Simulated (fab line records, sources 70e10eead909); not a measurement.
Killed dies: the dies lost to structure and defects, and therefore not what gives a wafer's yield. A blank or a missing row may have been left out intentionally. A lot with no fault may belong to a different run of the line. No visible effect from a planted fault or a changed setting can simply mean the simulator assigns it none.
fab line records    flow nand_harc
record: lots: 5  wafers: 15  last_day: 24
route steps=1159 shown P_STI@69 END@1159
lots with no fault: from the same line, run without faults
start_h: hours from the record's opening day to when the first of the lot's shown wafers began    wait_h: hours elapsed since this lot's preceding step    " unchanged from the row above    L1.1+2: several wafers, shown together as one row    - either no value or no given start    * or withheld: withheld    < > ~ a bound
route shown NAME@n: a module of which the file shows steps, and the number in the route of the first    usual: mean and standard deviation over wafers with no fault    same: alike in all rows    chamber/n: place in a boat    sites: each site's reading    _std_site: standard deviation of those values    _edge_site: outer sites' mean less inner sites'    radius_mm: for every site, how far away it sits from the centre of the wafer    mask NAME#n: copy n    behind: the most recent tool/chamber to have shaped the wafer    hold: cause of the lot's hold/its duration in hours/its outcome    device: whichever transistor did not switch (one of n, p or np)    end of line: the tests these same wafers got at the end of their route    a step with no rows: only its recipe    killed: dies lost to structure and defects at the first sort, not the wafer's yield    map: a wafer's dies, x killed, . not, _ none there
set.NAME: setting as actually run; set.NAME@STEP: the setting as run at that earlier step    model.NAME: the simulator's own value behind a step, which no gauge read
lots at some steps of the route; a table a step, a row a wafer
services: when a tool's chamber went out of use (start_h, in hours from the record's first day, below 0 if earlier), for how many hours, and the reason
== steps ==
step: NHARC_P_STI_ETCH_26
recipe: target_depth_a: 110  chemistry: dHF  material: SiO2
step: NHARC_P_STI_PRECLEAN_27
recipe: time_s: *  temp_c: 50  bath_age_min: 0  chemistry: SC1
step: NHARC_P_STI_SRD_28
step: NHARC_P_STI_OXIDE_29
recipe: target_thk_a: 100  temp_c: 900  ox_time_s: 1362  material: SiO2
step: NHARC_P_STI_HM_DEP_30
recipe: target_thk_a: 800  temp_c: 790  pressure_mtorr: 300  time_s: 873  material: Si3N4
step: NHARC_P_STI_DEHYDRATE_01
recipe: temp_c: 150  time_s: 120
step: NHARC_P_STI_HMDS_02
recipe: time_s: 30
step: NHARC_P_STI_COAT_41
recipe: temp_c: 200  time_s: 65
step: NHARC_P_STI_COAT_03
recipe: spin_rpm: 2000  resist_thk_nm: 600
step: NHARC_P_STI_SOFTBAKE_04
recipe: temp_c: 125  time_s: 70
step: NHARC_P_STI_EBR_05
step: NHARC_P_STI_EXPOSE_06
recipe: na: 0.55  target_cd_nm: 200  dose_mj: 37.69  mask_id: P_STI
usual: exposure_dose_mJ_cm2: 37.67/0.041
lot.wafer  tool            chamber  start_h  wait_h  mask     exposure_dose_mJ_cm2
L925.2     krf_scanner-04  0        85.20    -       P_STI#0  37.65
L925.3     "               0        "        "       P_STI#0  37.72
L925.4     "               0        "        "       P_STI#0  37.70
L933.2     krf_scanner-04  0        132.40   -       P_STI#0  25.49
L933.5     "               0        "        "       P_STI#0  25.47
L933.6     "               0        "        "       P_STI#0  25.47
L934.4     krf_scanner-04  0        137.14   -       P_STI#0  27.89
L934.5     "               0        "        "       P_STI#0  27.92
L934.6     "               0        "        "       P_STI#0  27.87
L936.1     krf_scanner-04  0        148.72   -       P_STI#0  29.19
L936.3     "               0        "        "       P_STI#0  29.21
L936.5     "               0        "        "       P_STI#0  29.20
L940.2     krf_scanner-03  0        173.97   -       P_STI#0  37.80
L940.3     "               0        "        "       P_STI#0  37.76
L940.6     "               0        "        "       P_STI#0  37.79
step: NHARC_P_STI_PEB_07
recipe: peb_temp_c: 128  peb_time_s: 80
step: NHARC_P_STI_DEVELOP_08
recipe: time_s: 50  dev_temp_c: 22
step: NHARC_P_STI_CD_MEAS_09
recipe: target_cd_nm: 200  landing_energy_ev: 500
usual: cd_nm: 199.8/1.8
lot.wafer  tool       chamber  start_h  wait_h  cd_nm
L925.2     cd_sem-02  0        85.35    -       199.4
L925.3     "          0        "        "       200.0
L925.4     "          0        "        "       199.0
L933.2     cd_sem-03  0        132.55   -       112.4
L933.5     "          0        "        "       114.9
L933.6     "          0        "        "       116.3
L934.4     cd_sem-01  0        137.28   -       133.2
L934.5     "          0        "        "       133.8
L934.6     "          0        "        "       132.5
L936.1     cd_sem-03  0        148.88   -       145.0
L936.3     "          0        "        "       143.0
L936.5     "          0        "        "       145.2
L940.2     cd_sem-02  0        174.13   -       198.5
L940.3     "          0        "        "       198.8
L940.6     "          0        "        "       198.7
step: NHARC_P_STI_HARDBAKE_13
recipe: temp_c: 118  time_s: 65
step: NHARC_P_STI_DESCUM_14
recipe: time_s: 3  o2_flow_sccm: 200  ar_flow_sccm: 0  bias_power_w: 0  chemistry: O2
usual: drypump_motor_current_A: 5.8/0.51  o2_flow_sccm: 200.0/0.57  oes_product_au: 1.001/0.008  rf_vpp_V: 57.7/0.97  showerhead_plenum_p_Torr: 1.90/0.09  throttle_valve_pct: 11.312/0.0087
same: bias_power_w: 0
lot.wafer  tool         chamber  start_h  wait_h  drypump_motor_current_A  o2_flow_sccm  oes_product_au  rf_hours_counter_h  rf_vpp_V  showerhead_plenum_p_Torr  throttle_valve_pct  model.P_STI.cd_nm
L925.4     rie_diel-11  1        85.61    -       6.6                      199.7         0.978           4.1                 56.7      1.82                      11.322              198.9
L925.3     "            2        "        "       5.7                      200.8         1.010           3.4                 58.6      2.03                      11.304              199.7
L925.2     "            0        "        "       5.9                      200.3         0.999           3.5                 59.4      1.92                      11.319              199.6
L933.2     rie_diel-13  3        132.81   -       5.7                      199.2         0.996           0.5                 58.1      1.96                      11.306              112.2
L933.6     "            3        "        "       5.7                      200.4         1.000           -                   59.3      1.96                      11.311              116.3
L933.5     "            0        "        "       4.6                      200.3         0.999           -                   58.5      1.87                      11.303              115.4
L934.4     rie_diel-08  2        137.54   -       6.2                      200.3         0.995           0                   58.8      2.02                      11.312              133.3
L934.5     "            1        "        "       5.8                      199.1         1.004           -                   57.7      1.79                      11.322              134.1
L934.6     "            2        "        "       6.1                      199.4         1.007           -                   58.7      2.02                      11.299              131.8
L936.1     rie_diel-08  2        149.14   -       6.2                      200.4         1.009           0.9                 58.2      2.02                      11.298              145.6
L936.3     "            3        "        "       5.7                      199.5         1.006           0.9                 59.8      2.03                      11.318              143.6
L936.5     "            3        "        "       5.7                      200.7         1.013           -                   58.5      2.03                      11.295              145.5
L940.3     rie_diel-08  0        174.39   -       6.5                      199.8         0.985           1.8                 57.2      1.92                      11.309              198.8
L940.2     "            3        "        "       5.7                      199.1         1.006           1.7                 59.6      2.03                      11.318              198.4
L940.6     "            1        "        "       5.8                      199.3         0.994           -                   57.9      1.79                      11.317              199.3
step: NHARC_P_STI_ETCH_42
recipe: target_depth_a: 800  overetch_a: 240  time_s: 61  ion_energy_ev: 200  n2_flow_sccm: 150  h2_flow_sccm: 150  ar_flow_sccm: 0  rf_w: 400  bias_w: 150  chemistry: N2/H2
step: NHARC_P_STI_ETCH_31
recipe: target_depth_a: 1089  time_s: 54.5  cf4_flow_sccm: 100  chf3_flow_sccm: 30  ar_flow_sccm: 0  rf_w: 500  bias_w: 200  chemistry: CF4/CHF3
step: NHARC_P_STI_ETCH_15
recipe: target_depth_a: 3000  taper_deg: 4  time_s: 100.1  hbr_flow_sccm: 150  cl2_flow_sccm: 50  rf_w: 400  icp_w: 400  bias_w: 100  chemistry: HBr/Cl2
usual: bias_w: 100.04/0.28  drypump_motor_current_A: 5.6/0.33  oes_product_au: 1.005/0.0069  throttle_valve_pct: 26.405/0.0093
lot.wafer  tool       chamber  start_h  wait_h  bias_w  drypump_motor_current_A  oes_product_au  rf_hours_counter_h  throttle_valve_pct  model.P_STI.cd_nm
L925.4     rie_si-03  0        85.88    -       99.89   5.2                      1.000           0.8                 26.402              198.3
L925.3     "          1        "        "       100.25  5.9                      1.001           0.8                 26.398              199.6
L925.2     "          3        "        "       99.69   5.7                      1.017           0.7                 26.402              199.7
L933.2     rie_si-02  3        133.08   -       99.82   5.1                      0.996           0.5                 26.413              110.9
L933.5     "          3        "        "       99.86   5.1                      0.998           -                   26.411              114.8
L933.6     "          0        "        "       100.04  6.0                      0.999           -                   26.405              115.8
L934.4     rie_si-01  0        137.81   -       100.20  5.9                      1.008           0.0                 26.431              132.8
L934.5     "          0        "        "       100.25  5.8                      1.017           -                   26.406              133.8
L934.6     "          1        "        "       100.20  5.3                      0.994           -                   26.401              131.7
L936.3     rie_si-02  1        149.42   -       100.02  5.0                      1.011           0.7                 26.394              142.5
L936.1     "          3        "        "       99.92   5.1                      1.002           0.7                 26.398              145
L936.5     "          0        "        "       99.63   6.0                      1.005           -                   26.404              145.3
L940.3     rie_si-03  0        174.69   -       99.99   5.2                      1.016           0.1                 26.405              198.2
L940.2     "          2        "        "       100.07  6.0                      1.004           0.1                 26.406              197.3
L940.6     "          0        "        "       99.70   5.2                      1.001           -                   26.398              199.2
step: NHARC_P_STI_CD_MEAS_16
usual: cd_nm: 199.2/1.8
lot.wafer  tool       chamber  start_h  wait_h  cd_nm
L925.2     cd_sem-03  -        86.05    -       199.6
L925.3     "          -        "        "       199.6
L925.4     "          -        "        "       198.1
L933.2     cd_sem-01  -        133.25   -       111.0
L933.5     "          -        "        "       114.4
L933.6     "          -        "        "       116.0
L934.4     cd_sem-01  -        137.98   -       132.9
L934.5     "          -        "        "       133.9
L934.6     "          -        "        "       131.7
L936.1     cd_sem-02  -        149.57   -       145.2
L936.3     "          -        "        "       142.5
L936.5     "          -        "        "       145.3
L940.2     cd_sem-02  -        174.85   -       196.9
L940.3     "          -        "        "       198.1
L940.6     "          -        "        "       199.1
step: NHARC_P_STI_OCD_MEAS_17
usual: trench_foot_cd_nm: 157.4/1.8
lot.wafer  tool    chamber  start_h  wait_h  trench_foot_cd_nm
L925.2     ocd-01  -        86.13    0.1     157.1
L925.3     "       -        "        "       156.9
L925.4     "       -        "        "       156.1
L933.2     ocd-02  -        133.34   0.1     70.2
L933.5     "       -        "        "       72.9
L933.6     "       -        "        "       73.8
L934.4     ocd-02  -        138.06   0.1     90.7
L934.5     "       -        "        "       90.7
L934.6     "       -        "        "       90.4
L936.1     ocd-01  -        149.66   0.1     103.4
L936.3     "       -        "        "       101.3
L936.5     "       -        "        "       102.1
L940.2     ocd-01  -        174.94   0.1     156.4
L940.3     "       -        "        "       156.1
L940.6     "       -        "        "       156.6
step: NHARC_P_STI_STRIP_19
recipe: time_s: 900  temp_c: 130  chemistry: SPM
step: NHARC_P_STI_PRECLEAN_32
recipe: time_s: *  temp_c: 50  bath_age_min: 0  chemistry: SC1
step: NHARC_P_STI_SRD_23
step: NHARC_P_STI_OCD_MEAS_43
usual: trench_foot_cd_nm: 157.4/1.7
lot.wafer  tool    chamber  start_h  wait_h  trench_foot_cd_nm
L925.2     ocd-02  -        86.65    -       156.9
L925.3     "       -        "        "       157.9
L925.4     "       -        "        "       156.3
L933.2     ocd-01  -        133.84   -       70.1
L933.5     "       -        "        "       73.2
L933.6     "       -        "        "       74.0
L934.4     ocd-01  -        138.57   -       91.1
L934.5     "       -        "        "       91.3
L934.6     "       -        "        "       90.6
L936.1     ocd-02  -        150.16   -       103.2
L936.3     "       -        "        "       100.7
L936.5     "       -        "        "       102.4
L940.2     ocd-01  -        175.45   -       155.9
L940.3     "       -        "        "       156.0
L940.6     "       -        "        "       156.4
step: NHARC_P_STI_OXIDE_33
recipe: target_thk_a: 100  temp_c: 1000  ox_time_s: 281  material: SiO2
step: NHARC_END_SORT_01
recipe: temp_c: 25
usual: killed_at_array: 26/9.6  killed_at_other: 0.7/0.92  killed_at_periphery: 3.8/2.7  killed_dies: 31/10  killed_open: 3.3/1.7  killed_short: 1.8/1.3
same: gross_dies: 677
lot.wafer  tool       chamber  start_h  wait_h  killed_at_array  killed_at_other  killed_at_periphery  killed_dies  killed_open  killed_short
L925.2     prober-01  0        486.94   2.8     34               2                5                    41           2            3
L925.3     prober-01  0        487.75   3.1     25               1                3                    29           3            1
L925.4     prober-01  0        488.56   3.4     29               0                2                    31           3            3
L933.2     prober-02  0        545.51   2.8     13               0                664                  677          2            1
L933.5     prober-02  0        547.85   3.6     18               0                659                  677          5            3
L933.6     prober-02  0        548.63   3.9     7                0                670                  677          4            0
L934.4     prober-01  0        547.12   3.4     28               1                648                  677          7            5
L934.5     prober-01  0        547.93   3.7     33               1                643                  677          4            1
L934.6     prober-01  0        548.73   4.0     43               1                633                  677          4            0
L936.1     prober-01  0        568.72   2.5     25               0                652                  677          2            0
L936.3     prober-01  0        570.34   3.1     26               3                647                  676          4            0
L936.5     prober-01  0        571.97   3.7     31               1                643                  675          0            0
killed by level:class
L925.2 A_CHANNEL_HOLE_D1:chamber_film_flake=18 A_SLIT:chamber_film_flake=9 P_CONTACT:geometric_particle:short=2 A_CONTACT:chamber_film_flake=2 THIN_TSV:chamber_film_flake=2 A_SOURCE_PLATE:geometric_particle:open=1 A_ONON_D1:geometric_particle:short=1 A_CHANNEL_FILL_D1:geometric_particle:open=1
L925.3 A_CHANNEL_HOLE_D1:chamber_film_flake=10 A_SLIT:chamber_film_flake=9 A_WL_FILL:chamber_film_flake=4 P_M0:geometric_particle:open=2 A_M0:geometric_particle:open=1 P_GATE:chamber_film_flake=1 STARTING-WAFER:geometric_particle:short=1 A_CONTACT:chamber_film_flake=1
L925.4 A_CHANNEL_HOLE_D1:chamber_film_flake=14 A_SLIT:chamber_film_flake=8 P_CONTACT:geometric_particle:open=2 A_WL_FILL:chamber_film_flake=2 A_ONON_D1:geometric_particle:short=1 A_WL_FILL:geometric_particle:short=1 A_CONTACT:geometric_particle:short=1 A_CONTACT:geometric_particle:open=1
L933.2 P_STI:area_expose=659 A_CHANNEL_HOLE_D1:chamber_film_flake=5 P_ZERO_WELL:chamber_film_flake=4 A_STAIRCASE:chamber_film_flake=4 A_CHANNEL_FILL_D1:chamber_film_flake=2 P_M0:geometric_particle:open=1 A_ONON_D1:geometric_particle:open=1 A_CONTACT:geometric_particle:short=1
L934.4 P_STI:area_expose=634 A_CHANNEL_HOLE_D1:chamber_film_flake=14 P_CONTACT:chamber_film_flake=7 P_STI:chamber_film_flake=5 A_CONTACT:geometric_particle:open=3 A_CHANNEL_FILL_D1:geometric_particle:open=2 A_CONTACT:chamber_film_flake=2 P_M2:geometric_particle:short=1
L933.5 P_STI:area_expose=655 A_STAIRCASE:chamber_film_flake=4 A_CONTACT:chamber_film_flake=4 A_CHANNEL_HOLE_D1:chamber_film_flake=3 A_ONON_D1:geometric_particle:short=2 P_ZERO_WELL:chamber_film_flake=2 P_M0:geometric_particle:open=1 A_ONON_D1:geometric_particle:open=1
L934.5 P_STI:area_expose=634 A_CHANNEL_HOLE_D1:chamber_film_flake=20 P_STI:chamber_film_flake=6 A_CONTACT:chamber_film_flake=6 P_CONTACT:chamber_film_flake=2 A_ONON_D1:geometric_particle:open=1 A_CHANNEL_FILL_D1:geometric_particle:open=1 A_WL_FILL:geometric_particle:open=1
L933.6 P_STI:area_expose=665 P_ZERO_WELL:chamber_film_flake=2 A_CHANNEL_HOLE_D1:chamber_film_flake=2 A_STAIRCASE:chamber_film_flake=2 P_M0:geometric_particle:open=1 P_M2:geometric_particle:open=1 A_WL_FILL:geometric_particle:open=1 A_BLC:geometric_particle:open=1
L934.6 P_STI:area_expose=621 A_CHANNEL_HOLE_D1:chamber_film_flake=31 P_CONTACT:chamber_film_flake=7 P_STI:chamber_film_flake=4 A_CONTACT:geometric_particle:open=3 A_STAIRCASE:chamber_film_flake=3 A_CONTACT:chamber_film_flake=2 P_M0:geometric_particle:open=1
L936.1 P_STI:area_expose=652 A_CONTACT:chamber_film_flake=14 A_CHANNEL_HOLE_D1:chamber_film_flake=6 A_STAIRCASE:chamber_film_flake=3 A_ONON_D1:geometric_particle:open=1 A_SGD_CUT:geometric_particle:open=1
L936.3 P_STI:area_expose=643 A_CHANNEL_HOLE_D1:chamber_film_flake=11 A_CONTACT:chamber_film_flake=6 A_STAIRCASE:chamber_film_flake=5 THIN_TSV:chamber_film_flake=3 P_CONTACT:geometric_particle:open=2 P_GATE:geometric_particle:open=1 A_CONTACT:geometric_particle:open=1
L936.5 P_STI:area_expose=642 A_CONTACT:chamber_film_flake=15 A_CHANNEL_HOLE_D1:chamber_film_flake=13 A_STAIRCASE:chamber_film_flake=3 P_ZERO_WELL:chamber_film_flake=1 THIN_TSV:chamber_film_flake=1
map L933.2 (x killed, . not)
____________x____________
_________xxxxxxx_________
_______xxxxxxxxxxx_______
______xxxxxxxxxxxxx______
_____xxxxxxxxxxxxxxx_____
____xxxxxxxxxxxxxxxxx____
____xxxxxxxxxxxxxxxxx____
___xxxxxxxxxxxxxxxxxxx___
___xxxxxxxxxxxxxxxxxxx___
__xxxxxxxxxxxxxxxxxxxxx__
__xxxxxxxxxxxxxxxxxxxxx__
_xxxxxxxxxxxxxxxxxxxxxxx_
_xxxxxxxxxxxxxxxxxxxxxxx_
_xxxxxxxxxxxxxxxxxxxxxxx_
_xxxxxxxxxxxxxxxxxxxxxxx_
_xxxxxxxxxxxxxxxxxxxxxxx_
xxxxxxxxxxxxxxxxxxxxxxxxx
xxxxxxxxxxxxxxxxxxxxxxxxx
xxxxxxxxxxxxxxxxxxxxxxxxx
xxxxxxxxxxxxxxxxxxxxxxxxx
xxxxxxxxxxxxxxxxxxxxxxxxx
_xxxxxxxxxxxxxxxxxxxxxxx_
_xxxxxxxxxxxxxxxxxxxxxxx_
_xxxxxxxxxxxxxxxxxxxxxxx_
_xxxxxxxxxxxxxxxxxxxxxxx_
_xxxxxxxxxxxxxxxxxxxxxxx_
__xxxxxxxxxxxxxxxxxxxxx__
__xxxxxxxxxxxxxxxxxxxxx__
___xxxxxxxxxxxxxxxxxxx___
___xxxxxxxxxxxxxxxxxxx___
____xxxxxxxxxxxxxxxxx____
____xxxxxxxxxxxxxxxxx____
_____xxxxxxxxxxxxxxx_____
______xxxxxxxxxxxxx______
_______xxxxxxxxxxx_______
_________xxxxxxx_________
____________x____________
map L934.4 (x killed, . not)
____________x____________
_________xxxxxxx_________
_______xxxxxxxxxxx_______
______xxxxxxxxxxxxx______
_____xxxxxxxxxxxxxxx_____
____xxxxxxxxxxxxxxxxx____
____xxxxxxxxxxxxxxxxx____
___xxxxxxxxxxxxxxxxxxx___
___xxxxxxxxxxxxxxxxxxx___
__xxxxxxxxxxxxxxxxxxxxx__
__xxxxxxxxxxxxxxxxxxxxx__
_xxxxxxxxxxxxxxxxxxxxxxx_
_xxxxxxxxxxxxxxxxxxxxxxx_
_xxxxxxxxxxxxxxxxxxxxxxx_
_xxxxxxxxxxxxxxxxxxxxxxx_
_xxxxxxxxxxxxxxxxxxxxxxx_
xxxxxxxxxxxxxxxxxxxxxxxxx
xxxxxxxxxxxxxxxxxxxxxxxxx
xxxxxxxxxxxxxxxxxxxxxxxxx
xxxxxxxxxxxxxxxxxxxxxxxxx
xxxxxxxxxxxxxxxxxxxxxxxxx
_xxxxxxxxxxxxxxxxxxxxxxx_
_xxxxxxxxxxxxxxxxxxxxxxx_
_xxxxxxxxxxxxxxxxxxxxxxx_
_xxxxxxxxxxxxxxxxxxxxxxx_
_xxxxxxxxxxxxxxxxxxxxxxx_
__xxxxxxxxxxxxxxxxxxxxx__
__xxxxxxxxxxxxxxxxxxxxx__
___xxxxxxxxxxxxxxxxxxx___
___xxxxxxxxxxxxxxxxxxx___
____xxxxxxxxxxxxxxxxx____
____xxxxxxxxxxxxxxxxx____
_____xxxxxxxxxxxxxxx_____
______xxxxxxxxxxxxx______
_______xxxxxxxxxxx_______
_________xxxxxxx_________
____________x____________
== services ==
tool            chamber  start_h  hours  kind
rie_diel-08     2        62.49    4.0    repair
rie_diel-08     0        79.39    -      clean
rie_diel-08     1        79.39    -      clean
rie_diel-08     2        79.39    -      clean
rie_diel-08     3        79.39    -      clean
rie_diel-13     0        82.37    2.2    repair
krf_scanner-04  -        89.20    0.4    repair
rie_si-03       3        98.08    2.5    repair
rie_diel-13     -        99.00    9.0    pm
rie_diel-08     0        100.43   34.6   repair
krf_scanner-04  0        101.16   -      calibration
krf_scanner-04  -        102.03   1.9    repair
rie_diel-08     1        103.89   -      clean
rie_diel-08     2        103.89   -      clean
rie_diel-08     3        103.89   -      clean
krf_scanner-03  -        106.24   1.0    repair
krf_scanner-04  -        120.59   0.6    repair
rie_diel-08     -        124.85   9.0    pm
krf_scanner-04  -        126.00   4.0    pm
rie_si-01       -        127.00   9.0    pm
rie_diel-08     -        141.20   1.0    repair
rie_diel-11     2        154.89   5.3    repair
rie_si-03       -        155.00   9.0    pm
krf_scanner-03  -        168.00   4.0    pm
== key ==
first_sign: step: NHARC_P_STI_EXPOSE_06  reading: exposure_dose_mJ_cm2  direction: down  sigmas: 99+  usual: 37.67  struck: 27.52
effect: step: NHARC_P_STI_CD_MEAS_09  reading: cd_nm  direction: down  sigmas: 39  usual: 199.8  struck: 130.7  through: control_loop
effect: step: NHARC_P_STI_CD_MEAS_16  reading: cd_nm  direction: down  sigmas: 38  usual: 199.2  struck: 130.3  through: control_loop
effect: step: NHARC_P_STI_OCD_MEAS_17  reading: trench_foot_cd_nm  direction: down  sigmas: 39  usual: 157.4  struck: 88.4  through: control_loop
effect: step: NHARC_P_STI_OCD_MEAS_43  reading: trench_foot_cd_nm  direction: down  sigmas: 39  usual: 157.4  struck: 88.5  through: control_loop
effect: step: NHARC_END_SORT_01  reading: killed_at_periphery  direction: up  sigmas: 99+  usual: 3.8  struck: 651
model_effect: step: NHARC_P_STI_DESCUM_14  value: P_STI.cd_nm  without: 200.6  struck: 130.9
model_effect: step: NHARC_P_STI_ETCH_15  value: P_STI.cd_nm  without: 200  struck: 130.3
more_kills_born_at: NHARC_P_STI_EXPOSE_06@krf_scanner-04: 5805
met_at NHARC_P_STI_EXPOSE_06
struck_wafers L933.2,L933.5,L933.6,L934.4,L934.5,L934.6,L936.1,L936.3,L936.5
later_rows_left_out L933.2,L933.5,L933.6,L934.4,L934.5,L934.6,L936.1,L936.3,L936.5
tester_left_out L933,L934,L936
loop_trim: step: NHARC_P_STI_EXPOSE_06  setting: dose  lots: L934,L936
onset_between 85.20 132.40
fault: kind: process_parameter_drift  tool: krf_scanner-04  chamber: -  onset_h: 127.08  steps: NHARC_P_STI_EXPOSE_06  channel: dose_mj  offset: -12.245  shape: step  acts_in: these_recipes_only  stated: 37.69
tester_left_out: of these lots the tester's yield and bins aren't shown, on N5 and GAA mostly nor the transistor test; their killed dies are dies lost to structure and defects alone, not to doping, threshold or leakage, so they don't give the yield
later_rows_left_out: the simulator's readings of these wafers behind a module that went badly wrong aren't trusted and aren't shown, but for the sort
loop_trim: a control loop set the setting to another value than it would have without faults
